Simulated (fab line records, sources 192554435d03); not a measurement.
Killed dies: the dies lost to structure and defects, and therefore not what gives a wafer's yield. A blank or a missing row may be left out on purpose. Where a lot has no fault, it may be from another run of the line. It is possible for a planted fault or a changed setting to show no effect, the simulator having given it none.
fab line records    flow n5Finfet
record lots=9  wafers=27  lastDay=17
route steps=1938 shown HKMG_FIN@420 BEOL_M4@1111 PASSIVATION@1936
lots that met no fault: taken from a fault-free run of the same line
startH: start of the lot's first displayed wafer, in hours after the record's first day    waitH: hours from the lot's prior step to this one    " identical to the entry in the row above    L1.1+2: a row that stands for several wafers    - value missing, or start not given    * or withheld: withheld    < > ~ a bound
route shown NAME@n: names a module that has steps shown in the file, with the first one's number in the route    usual: mean/standard deviation taken from wafers without a fault    same: alike in all rows    chamber/n: place in a boat    sites: readings site by site    _std_site: how widely they spread, as a standard deviation    _edge_site: mean of outer sites minus mean of inner sites    radiusMm: how far each site lies from the wafer's centre    mask NAME#n: copy n    behind: tool/chamber where the wafer was last shaped    hold: cause of the lot's hold/its duration in hours/its outcome    device: whichever transistor did not switch (one of n, p or np)    end of line: the route-end tests of the same wafers    step lacking rows: just its recipe    killed: count of dies lost to structure and defects at first sort (not the wafer's yield)    map: dies across one wafer; x = killed, . = not, _ = none there
set.NAME: the run value of the setting; set.NAME@STEP: its run value at that earlier step    model.NAME: the simulator's own value behind a step, which no gauge read
route steps across a sampled set of lots; one table per step, one row per wafer
services: the hour from which a tool's chamber was out of use, counted from the record's first day as startH (under 0 if before that day), plus the number of hours and why
## steps
# step N5_HKMG_FIN_THK_MEAS_70
# recipe thkMeasGauge=xrf  reads=HfO2_of_HKMG_FIN_HK_ALD_01
# usual HK_THK=1.604/0.022
lot.wafer  tool          chamber  startH  waitH  HK_THK[nm]
L490.2     filmMetro-01  -        117.62  0.2    1.587
L490.5     "             -        "       "      1.589
L490.6     "             -        "       "      1.582
L491.2     filmMetro-01  -        123.12  0.2    1.624
L491.4     "             -        "       "      1.612
L491.5     "             -        "       "      1.615
L496.3     filmMetro-02  -        148.14  0.2    1.581
L496.4     "             -        "       "      1.639
L496.5     "             -        "       "      1.672
L498.2     filmMetro-02  -        161.06  0.2    1.563
L498.4     "             -        "       "      1.594
L498.5     "             -        "       "      1.568
L499.2     filmMetro-01  -        170.84  0.2    1.590
L499.3     "             -        "       "      1.575
L499.5     "             -        "       "      1.588
L500.3     filmMetro-02  -        178.80  0.2    1.610
L500.4     "             -        "       "      1.571
L500.5     "             -        "       "      1.648
L502.1     filmMetro-02  -        182.81  0.2    1.606
L502.2     "             -        "       "      1.614
L502.3     "             -        "       "      1.617
L503.2     filmMetro-01  -        189.75  0.2    1.599
L503.3     "             -        "       "      1.594
L503.4     "             -        "       "      1.610
L507.2     filmMetro-01  -        220.58  0.2    1.586
L507.4     "             -        "       "      1.608
L507.5     "             -        "       "      1.626
# step N5_HKMG_FIN_ETCH_31
# recipe chemistry=CF4  target=SiARC  targetDepthA=455  maskMaterial=CAR-ArF  timeS=75.8  ionEnergyEv=80  pressureMtorr=40  sourceW=545  biasW=36  Ar_flow_sccm=100  cf4FlowSccm=100  ends=cleared
# usual biasW=36.01/0.11  cf4FlowSccm=99.98/0.29  drypumpMotorCurrentA=5.6/0.49  etchRfOnTimeS=76.5/2  mfcArSccm=100.0/0.32  oesProductAu=0.71/0.057  rfVppV=184.2/1  showerheadPlenumPTorr=2.15/0.053  throttleValvePct=15.53/0.2
lot.wafer  tool        chamber  startH  waitH  biasW  cf4FlowSccm  drypumpMotorCurrentA  etchRfOnTimeS  mfcArSccm  oesProductAu  rfHoursCounterH  rfVppV  showerheadPlenumPTorr  throttleValvePct
L490.2     rieDiel-02  0        118.77  0.0    36.06  99.84        5.4                   78.7           99.9       0.63          136              184.6   2.15                   15.81
L490.5     "           0        "       "      36.10  100.06       5.4                   78.5           100.3      0.62          -                185.0   2.15                   15.81
L490.6     "           3        "       "      36.02  99.48        5.4                   75.5           99.8       0.68          -                185.2   2.23                   15.67
L491.2     rieDiel-06  1        124.12  0.0    36.18  100.06       4.8                   74.9           100.2      0.65          143              183.4   2.05                   15.68
L491.4     "           0        "       "      35.98  99.68        6.2                   75.5           99.8       0.78          21               184.4   2.11                   15.63
L491.5     "           2        "       "      36.17  100.04       5.4                   78.0           100.2      0.71          -                184.1   2.10                   15.59
L496.3     rieDiel-03  1        149.14  0.0    36.09  99.35        6.1                   78.5           100.1      0.76          34               184.8   2.19                   15.36
L496.4     "           3        "       "      36.11  99.76        6.0                   74.5           100.1      0.65          124              184.7   2.14                   15.35
L496.5     "           2        "       "      35.97  99.56        5.6                   75.6           99.5       0.76          -                185.9   2.19                   15.20
L498.2     rieDiel-03  3        161.96  0.0    36.05  100.31       6.0                   73.1           100.7      0.65          129              183.2   2.14                   15.34
L498.4     "           2        "       "      35.85  99.71        5.6                   74.6           100.2      0.75          27               183.7   2.19                   15.21
L498.5     "           1        "       "      36.06  99.90        6.2                   77.7           99.8       0.75          -                184.9   2.19                   15.36
L499.2     rieDiel-06  0        171.84  0.0    35.91  99.90        6.2                   76.3           100.1      0.74          34               183.2   2.11                   15.64
L499.3     "           1        "       "      36.10  100.20       4.8                   76.7           100.0      0.63          161              183.8   2.05                   15.73
L499.5     "           3        "       "      36.05  100.62       6.6                   74.7           100.1      0.69          -                182.9   2.16                   15.70
L500.3     rieDiel-02  2        179.79  0.0    36.03  100.21       5.1                   74.6           100.3      0.78          28               183.4   2.09                   15.65
L500.4     "           3        "       "      35.91  99.65        5.4                   77.9           100.1      0.65          146              184.9   2.23                   15.70
L500.5     "           2        "       "      36.13  99.73        5.1                   73.7           100.2      0.79          -                183.1   2.09                   15.64
L502.1     rieDiel-03  2        183.82  0.0    36.14  99.81        5.6                   75.0           99.6       0.74          32               184.5   2.19                   15.22
L502.2     "           3        "       "      35.84  100.22       6.0                   74.2           100.4      0.65          134              184.8   2.14                   15.36
L502.3     "           1        "       "      36.07  99.81        6.1                   78.6           100.1      0.75          43               185.2   2.19                   15.38
L503.2     rieDiel-03  2        190.74  0.0    35.76  99.86        5.6                   74.8           100.2      0.74          35               184.2   2.18                   15.23
L503.3     "           3        "       "      36.17  100.28       6.0                   75.3           100.2      0.64          136              183.6   2.14                   15.36
L503.4     "           1        "       "      36.04  99.87        6.1                   79.4           100.2      0.75          46               183.8   2.19                   15.38
L507.2     rieDiel-03  3        221.58  0.0    36.08  100.38       6.0                   73.6           100.3      0.64          146              185.6   2.14                   15.38
L507.4     "           2        "       "      36.02  100.29       5.6                   74.4           99.5       0.74          45               184.1   2.18                   15.24
L507.5     "           1        "       "      36.06  99.94        6.1                   77.6           100.1      0.74          -                183.0   2.19                   15.39
# step N5_HKMG_FIN_ETCH_86
# recipe chemistry=N2/H2  target=SOC  targetDepthA=3932  stopOn=TiN  ionEnergyEv=100  biasW=61  pressureMtorr=30  sourceW=850  n2FlowSccm=200  h2FlowSccm=200
# usual biasW=60.96/0.17  chamberPressureMTorr=29.999/0.029  drypumpMotorCurrentA=5.6/0.54  oesProductAu=0.82/0.065  rfVppV=240.9/1.3  showerheadPlenumPTorr=2.54/0.076  throttleValvePct=17.74/0.25
lot.wafer  tool        chamber  startH  waitH  biasW  chamberPressureMTorr  drypumpMotorCurrentA  oesProductAu  rfHoursCounterH  rfVppV  showerheadPlenumPTorr  throttleValvePct
L490.2     rieDiel-03  0        120.14  -      -      -                     -                     -             -                -       -                      -
L490.5     "           0        "       "      -      -                     -                     -             -                -       -                      -
L490.6     "           1        "       "      -      -                     -                     -             -                -       -                      -
L491.2     rieDiel-06  3        125.47  -      -      -                     -                     -             -                -       -                      -
L491.4     "           2        "       "      -      -                     -                     -             -                -       -                      -
L491.5     "           3        "       "      -      -                     -                     -             -                -       -                      -
L496.3     rieDiel-03  2        150.42  -      61.08  29.959                5.6                   0.88          23               242.0   2.59                   17.25
L496.4     "           0        "       "      60.72  29.986                5.5                   0.84          66               241.4   2.68                   17.22
L496.5     "           0        "       "      60.84  29.950                5.5                   0.83          -                243.3   2.69                   17.22
L498.2     rieDiel-02  0        163.25  -      61.07  29.964                5.4                   0.73          151              242.1   2.54                   18.01
L498.4     "           3        "       "      60.97  29.983                5.4                   0.77          -                241.7   2.65                   17.78
L498.5     "           0        "       "      61.11  29.962                5.4                   0.73          -                240.6   2.54                   18.01
L499.2     rieDiel-02  2        173.35  -      61.03  30.002                5.1                   0.91          26               239.2   2.50                   18.07
L499.3     "           1        "       "      61.25  29.941                5.1                   0.86          37               239.3   2.49                   17.84
L499.5     "           2        "       "      61.28  30.002                5.1                   0.90          -                239.1   2.50                   18.09
L500.3     rieDiel-06  1        181.21  -      60.68  29.994                4.9                   0.74          164              238.9   2.42                   17.84
L500.4     "           0        "       "      61.02  29.976                6.3                   0.87          38               239.1   2.48                   17.75
L500.5     "           3        "       "      60.71  29.995                6.6                   0.80          -                241.6   2.58                   18.05
L502.1     rieDiel-03  2        185.10  -      61.12  29.978                5.6                   0.86          32               239.7   2.58                   17.28
L502.2     "           3        "       "      61.04  30.025                6.0                   0.75          134              241.5   2.54                   17.70
L502.3     "           1        "       "      61.31  29.987                6.1                   0.88          43               241.2   2.59                   17.51
L503.2     rieDiel-06  0        192.13  -      60.93  30.036                6.2                   0.86          41               241.0   2.48                   17.76
L503.3     "           2        "       "      60.83  30.035                5.4                   0.82          99               240.2   2.45                   17.65
L503.4     "           1        "       "      61.32  30.010                4.9                   0.73          167              241.0   2.42                   17.84
L507.2     rieDiel-06  2        222.89  -      61.15  30.043                5.4                   0.80          109              239.0   2.45                   17.67
L507.4     "           0        "       "      60.65  30.011                6.2                   0.85          51               240.7   2.47                   17.78
L507.5     "           3        "       "      60.99  29.988                6.6                   0.77          -                241.3   2.57                   18.09
# step N5_HKMG_FIN_STRIP_88
# recipe chemistry=N2/H2  powerW=2500  tempC=300  h2Frac=0.65  timeS=360  pressureMtorr=withheld  n2FlowSccm=1750  h2FlowSccm=3250
# usual drypumpMotorCurrentA=5.6/0.36  heaterPowerW=434/18
lot.wafer  tool            chamber  startH  waitH  drypumpMotorCurrentA  heaterPowerW  rfHoursCounterH
L490.2     plasmaAsher-02  1        120.39  0.0    5.1                   444           96
L490.5     "               1        "       "      5.1                   436           -
L490.6     "               0        "       "      5.8                   444           -
L491.2     plasmaAsher-02  0        125.82  0.1    5.8                   440           99
L491.4     "               1        "       "      5.2                   445           -
L491.5     "               1        "       "      5.1                   445           -
L496.3     plasmaAsher-01  1        150.79  0.1    5.4                   397           -
L496.4     "               0        "       "      6.0                   440           -
L496.5     "               0        "       "      6.1                   446           -
L498.2     plasmaAsher-01  0        163.49  0.0    6.1                   455           53
L498.4     "               1        "       "      5.4                   417           -
L498.5     "               1        "       "      5.4                   413           -
L499.2     plasmaAsher-02  1        173.61  0.0    5.1                   433           109
L499.3     "               0        "       "      5.8                   448           -
L499.5     "               0        "       "      5.8                   446           -
L500.3     plasmaAsher-02  0        181.64  0.2    5.8                   453           -
L500.4     "               1        "       "      5.1                   441           -
L500.5     "               0        "       "      5.8                   450           -
L502.1     plasmaAsher-01  1        185.35  0.0    5.4                   405           56
L502.2     "               0        "       "      6.0                   444           56
L502.3     "               0        "       "      6.0                   439           -
L503.2     plasmaAsher-02  0        192.38  0.0    5.8                   458           114
L503.3     "               1        "       "      5.1                   436           -
L503.4     "               0        "       "      5.8                   455           -
L507.2     plasmaAsher-01  0        223.14  0.0    6.1                   457           62
L507.4     "               0        "       "      6.0                   452           -
L507.5     "               1        "       "      5.4                   405           -
# step N5_BEOL_M4_RC_MEAS_101
# usual DIBL_N=36.0/1.9  DIBL_P=36.0/2.1  IOFF_N=0.155/0.029  IOFF_P=0.20/0.032  ION_N=672/11  ION_P=461/6.9  SS_N=71.5/0.58  SS_P=73.2/0.64  VT_N=250.4/2.9  VT_P=-251.0/2.8
lot.wafer  tool       chamber  startH  waitH  DIBL_N[mV/V]  DIBL_P[mV/V]  IOFF_N[nA/um]  IOFF_P[nA/um]  ION_N[uA/um]  ION_P[uA/um]  SS_N[mV/dec]  SS_P[mV/dec]  VT_N[mV]  VT_P[mV]
L496.3     prober-01  0        249.96  0.3    34.1          33.6          0.122          0.16           657           462           71.4          72.6          252.1     -255.5
L496.4     "          0        "       "      38.1          39.0          0.217          0.26           684           466           72.7          74.0          243.7     -250.7
L496.5     "          0        "       "      35.3          34.9          0.142          0.18           673           459           71.2          73.4          248.6     -252.9
L498.2     prober-01  0        256.73  0.2    35.7          35.4          0.163          0.23           669           469           70.7          73.5          247.3     -248.7
L498.4     "          0        "       "      33.4          32.3          0.118          0.18           667           465           70.2          73.1          252.6     -250.8
L498.5     "          0        "       "      33.0          32.2          0.117          0.18           662           467           70.9          72.9          249.7     -249.4
L499.2     prober-01  0        264.08  0.2    36.6          38.4          0.167          0.22           683           465           71.1          73.3          248.6     -251.8
L499.3     "          0        "       "      35.1          36.3          0.144          0.18           680           463           71.1          73.1          249.2     -254.8
L499.5     "          0        "       "      34.9          36.3          0.143          0.19           673           463           71.4          72.7          248.6     -253.8
L500.3     prober-02  0        279.82  0.3    36.1          36.5          0.134          0.18           661           454           71.1          72.7          256.5     -253.1
L500.4     "          0        "       "      38.4          39.7          0.181          0.22           688           462           71.6          74.1          251.6     -251.1
L500.5     "          0        "       "      40.0          41.4          0.216          0.26           681           465           72.0          75.0          251.1     -249.7
L502.1     prober-02  0        283.94  0.0    36.7          37.7          0.173          0.23           684           470           71.7          73.8          248.6     -248.9
L502.2     "          0        "       "      37.2          38.2          0.186          0.24           669           460           71.4          74.2          245.9     -247.8
L502.3     "          0        "       "      38.1          40.4          0.202          0.28           688           475           72.0          74.6          245.9     -245.5
L503.2     prober-02  0        288.21  0.2    35.1          36.4          0.144          0.21           677           467           70.6          73.3          249.4     -251.5
L503.3     "          0        "       "      32.9          34.1          0.119          0.18           654           453           70.8          72.2          250.0     -251.7
L503.4     "          0        "       "      35.1          37.0          0.155          0.22           681           469           71.7          73.2          247.5     -249.1
L507.2     prober-01  0        311.51  0.2    37.5          36.0          0.179          0.23           672           465           71.6          73.9          248.6     -246.8
L507.4     "          0        "       "      35.8          34.7          0.147          0.20           678           460           71.1          72.9          251.6     -250.3
L507.5     "          0        "       "      38.0          36.4          0.173          0.24           657           450           71.5          73.8          248.6     -252.1
# step N5_PASSIVATION_PROBE_49
# usual defectLimitedYield=91.0/1.5  killed_at_M0_to_M3=33/9.4  killed_at_M4_up=14/4.8  killedAtContacts=13/7.3  killedAtFrontEnd=43/13  killedAtOther=3.6/2.9  killedDies=106/18  killedOnRim=14/4.2  killedOpen=69/13  killedShort=35/8.2  sort_bin_5_function=5.3/1  sort_bin_6_memory=3.3/0.68  sort_bin_8_speed=0.01/0.027  sortNPass=1074/18  sortYieldPct=91.0/1.5
# same grossDies=1180  killedAtBackSide=0  sort_bin_4_leakage[%]=0
lot.wafer  tool       chamber  startH  waitH  defectLimitedYield[%]  killed_at_M0_to_M3  killed_at_M4_up  killedAtContacts  killedAtFrontEnd  killedAtOther  killedDies  killedOnRim  killedOpen  killedShort  sort_bin_5_function[%]  sort_bin_6_memory[%]  sort_bin_8_speed[%]  sortNPass  sortYieldPct[%]
L490.2     prober-02  -        329.36  0.1    0                      17                  19               9                 1132              3              1180        152          68          26           96.8                    3.1                   0                    0          0
L490.5     prober-02  -        329.51  0.2    0                      27                  14               9                 1128              2              1180        152          58          30           97.5                    2.3                   0                    0          0
L490.6     prober-02  -        329.56  0.3    0                      21                  14               14                1119              12             1180        152          73          31           95.6                    4.3                   0                    0          0
L491.2     prober-02  -        343.15  0.1    0                      42                  10               26                1095              7              1180        152          69          39           96.9                    2.9                   0                    0          0
L491.4     prober-02  -        343.25  0.2    0                      37                  3                13                1125              2              1180        152          60          48           95.8                    3.6                   0                    0          0
L491.5     prober-02  -        343.30  0.2    0                      25                  2                19                1126              8              1180        152          46          42           96.5                    2.8                   0                    0          0
L496.3     prober-01  -        356.24  0.1    87.5                   44                  14               6                 79                4              147         20           99          48           7.9                     4.0                   0                    1033       87.5
L496.4     prober-01  -        356.29  0.2    91.3                   30                  16               7                 47                3              103         17           63          38           4.9                     3.3                   0                    1077       91.3
L496.5     prober-01  -        356.34  0.2    86.7                   51                  7                16                82                1              157         22           102         53           8.5                     4.3                   0                    1023       86.7
L499.2     prober-01  -        360.96  0.1    92.4                   36                  12               4                 36                2              90          11           55          31           4.0                     3.2                   0                    1090       92.4
L499.3     prober-01  -        361.01  0.1    90.5                   48                  21               9                 33                1              112         19           74          34           5.1                     3.9                   0                    1068       90.5
L499.5     prober-01  -        361.11  0.2    91.8                   40                  10               12                24                11             97          12           70          23           4.7                     3.1                   0                    1083       91.8
# killed by level:class
L490.2 HKMG_FIN:areaEtch=1086 FIN_SAQP:geometricParticle:open=15 FIN_SAQP:geometricParticle:short=11 STI_FIN_REVEAL:geometricParticle:open=10 MOL_CONTACT_COAG:geometricParticle:open=9 BEOL_M4:geometricParticle:open=8 BEOL_M1:geometricParticle:open=7 BEOL_M0_SAQP:geometricParticle:open=4
L490.5 HKMG_FIN:areaEtch=1092 BEOL_M4:geometricParticle:open=12 STI_FIN_REVEAL:geometricParticle:open=9 FIN_SAQP:geometricParticle:open=8 BEOL_M3:geometricParticle:open=8 FIN_SAQP:geometricParticle:short=6 MOL_CONTACT_COAG:geometricParticle:open=6 BEOL_M1:geometricParticle:open=6
L490.6 HKMG_FIN:areaEtch=1076 STI_FIN_REVEAL:geometricParticle:open=11 MOL_CONTACT_COAG:geometricParticle:open=10 FIN_SAQP:geometricParticle:open=9 BEOL_M4:geometricParticle:open=8 MIM_TOP:geometricParticle:short=7 FIN_SAQP:geometricParticle:short=6 DUMMY_GATE:geometricParticle:open=5
L491.2 HKMG_FIN:areaEtch=1072 MOL_CONTACT_COAG:geometricParticle:open=16 BEOL_M0_SAQP:geometricParticle:open=14 MOL_CONTACT_COAG:geometricParticle:short=10 FIN_SAQP:geometricParticle:open=8 FIN_SAQP:geometricParticle:short=7 BEOL_M1:geometricParticle:open=6 BEOL_M0:geometricParticle:short=6
L491.4 HKMG_FIN:areaEtch=1072 STI_FIN_REVEAL:geometricParticle:open=14 FIN_SAQP:geometricParticle:short=11 MOL_CONTACT_COAG:geometricParticle:open=10 FIN_SAQP:geometricParticle:open=9 BEOL_M1:geometricParticle:open=9 BEOL_M0_SAQP:geometricParticle:short=9 BEOL_M0_SAQP:geometricParticle:open=7
L491.5 HKMG_FIN:areaEtch=1092 MOL_CONTACT_COAG:geometricParticle:open=14 STI_FIN_REVEAL:geometricParticle:open=12 BEOL_M0:geometricParticle:short=9 MOL_CONTACT_COAG:geometricParticle:short=5 BEOL_M1:geometricParticle:open=5 SPACER0:geometricParticle:short=4 FIN_SAQP:geometricParticle:short=3
L496.3 FIN_SAQP:geometricParticle:open=30 STI_FIN_REVEAL:geometricParticle:open=15 FIN_SAQP:geometricParticle:short=14 BEOL_M0_SAQP:geometricParticle:short=10 BEOL_M3:geometricParticle:open=9 DUMMY_GATE:geometricParticle:open=7 BEOL_M4:geometricParticle:open=7 BEOL_M1:geometricParticle:open=6
L496.4 FIN_SAQP:geometricParticle:open=9 FIN_SAQP:geometricParticle:short=8 BEOL_M2:geometricParticle:open=8 MOL_CONTACT_COAG:geometricParticle:open=6 BEOL_M4:geometricParticle:open=5 STARTING-WAFER:geometricParticle:short=4 BEOL_M2:geometricParticle:short=4 DUMMY_GATE:geometricParticle:open=4
L496.5 FIN_SAQP:geometricParticle:open=22 STI_FIN_REVEAL:geometricParticle:open=15 FIN_SAQP:geometricParticle:short=14 MOL_CONTACT_COAG:geometricParticle:open=14 BEOL_M3:geometricParticle:open=10 BEOL_M0_SAQP:geometricParticle:short=10 BEOL_M0_SAQP:geometricParticle:open=9 BEOL_M2:geometricParticle:open=7
L499.2 STI_FIN_REVEAL:geometricParticle:open=12 BEOL_M3:geometricParticle:open=12 BEOL_M1:geometricParticle:open=7 BEOL_M0_SAQP:geometricParticle:short=6 GATE_CUT:geometricParticle:short=4 BEOL_M0_SAQP:geometricParticle:open=3 BEOL_M1:geometricParticle:short=3 BEOL_M2:geometricParticle:open=3
L499.3 BEOL_M0_SAQP:geometricParticle:open=13 BEOL_M1:geometricParticle:open=9 BEOL_M2:geometricParticle:open=8 FIN_SAQP:geometricParticle:short=6 GATE_CUT:geometricParticle:short=6 MOL_CONTACT_COAG:geometricParticle:open=6 BEOL_M0_SAQP:geometricParticle:short=6 BEOL_M3:geometricParticle:open=6
L499.5 BEOL_M3:geometricParticle:open=18 MOL_CONTACT_COAG:geometricParticle:open=11 STI_FIN_REVEAL:geometricParticle:open=7 BEOL_M1:geometricParticle:open=6 FIN_SAQP:geometricParticle:open=5 BEOL_M0_SAQP:geometricParticle:open=4 BEOL_M2:geometricParticle:open=4 BEOL_M3:geometricParticle:short=4
## services
tool            chamber  startH  hours  kind
rieDiel-06      -        100.57  14.6   pm
plasmaAsher-02  -        109.26  2.8    pm
plasmaAsher-01  -        115.45  10.4   repair
rieDiel-06      0        131.05  5.5    repair
rieDiel-06      0        162.38  3.7    repair
rieDiel-02      1        162.82  3.1    repair
plasmaAsher-01  -        168.97  3.8    repair
## key
firstSign step=N5_HKMG_FIN_ETCH_86  reading=toolRecord  direction=missing
effect step=N5_PASSIVATION_PROBE_49  reading=sort_bin_5_function  direction=up  sigmas=90  usual=5.3  struck=96.5
moreKillsBornAt N5_HKMG_FIN_ETCH_86@rieDiel-03=3248  N5_HKMG_FIN_ETCH_86@rieDiel-06=3227
metAt N5_HKMG_FIN_ETCH_86
struckLots L490,L491
laterRowsLeftOut L490.2,L490.5,L490.6,L491.2,L491.4,L491.5
notActingAt N5_HKMG_FIN_THK_MEAS_70,N5_HKMG_FIN_ETCH_31,N5_HKMG_FIN_STRIP_88
fault kind=skippedStepWhole  tool=rieDiel-03,rieDiel-06  chamber=-  onsetH=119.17  steps=N5_HKMG_FIN_ETCH_86  scope=struckLotsOnly
# laterRowsLeftOut: the simulator's readings of these wafers behind a module that went badly wrong aren't trusted and aren't shown, but for the sort
